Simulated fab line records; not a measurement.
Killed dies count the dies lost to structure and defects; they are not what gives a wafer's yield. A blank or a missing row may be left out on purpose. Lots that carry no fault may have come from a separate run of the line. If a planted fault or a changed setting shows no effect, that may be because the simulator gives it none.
Chamber matching	flow n5_finfet	ald_metal-02 running N5_BEOL_M4_ALD_84: 4 sister chambers
The step deposits TaN, pulse time 2 s, purge time 3 s, co reactant purge time 2 s. 22 wafers are shown with their chamber, then 11 later ones without.

WAFERS WITH THEIR CHAMBER
wafer	chamber	heater_power_w (W)
L076.1	3	499
L076.3	0	354
L076.4	2	413
L077.1	3	492
L077.4	1	424
L077.6	3	477
L079.1	1	408
L079.3	2	409
L079.5	2	409
L080.1	2	422
L080.2	1	414
L080.4	3	493
L082.1	2	429
L082.2	1	412
L082.6	1	406
L085.2	3	481
L085.3	0	356
L085.6	1	415
L088.1	2	424
L088.2	1	416
L088.5	3	487
L089.1	2	422

SIGNATURES (means of the wafers above)
reading	chamber 0	chamber 1	chamber 2	chamber 3	scatter within a chamber
heater_power_w	355.00	413.57	418.29	488.17	7.14
Rule: distance of a wafer from a chamber = root of the sum over the readings of ((wafer's reading minus chamber's mean) / reading's scatter) squared. If the next closest chamber is less than 2 further off than the closest, the wafer can't be placed; otherwise it belongs to the closest. The scatter: take each reading less its chamber's mean, square it, sum over the shown wafers, divide by the number of wafers less the number of chambers, and take the root.

WAFERS WHOSE CHAMBER IS MISSING
wafer	heater_power_w (W)
L089.5	410
L089.6	407
L090.1	488
L090.3	409
L090.5	487
L092.1	488
L092.2	408
L092.5	411
L093.2	418
L093.4	417
L093.6	413

THE CHAMBER EACH PASSED THROUGH
wafer	from the rows above	in truth
L089.5	can't be placed: 1 or 2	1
L089.6	can't be placed: 1 or 2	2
L090.1	3	3
L090.3	can't be placed: 1 or 2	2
L090.5	3	3
L092.1	3	3
L092.2	can't be placed: 1 or 2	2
L092.5	can't be placed: 1 or 2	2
L093.2	can't be placed: 2 or 1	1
L093.4	can't be placed: 2 or 1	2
L093.6	can't be placed: 1 or 2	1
Correct placement for 3 of the 11. From these rows, 8 cannot be placed; in 8 the true chamber is one of the candidates. Number placed wrongly: 0.
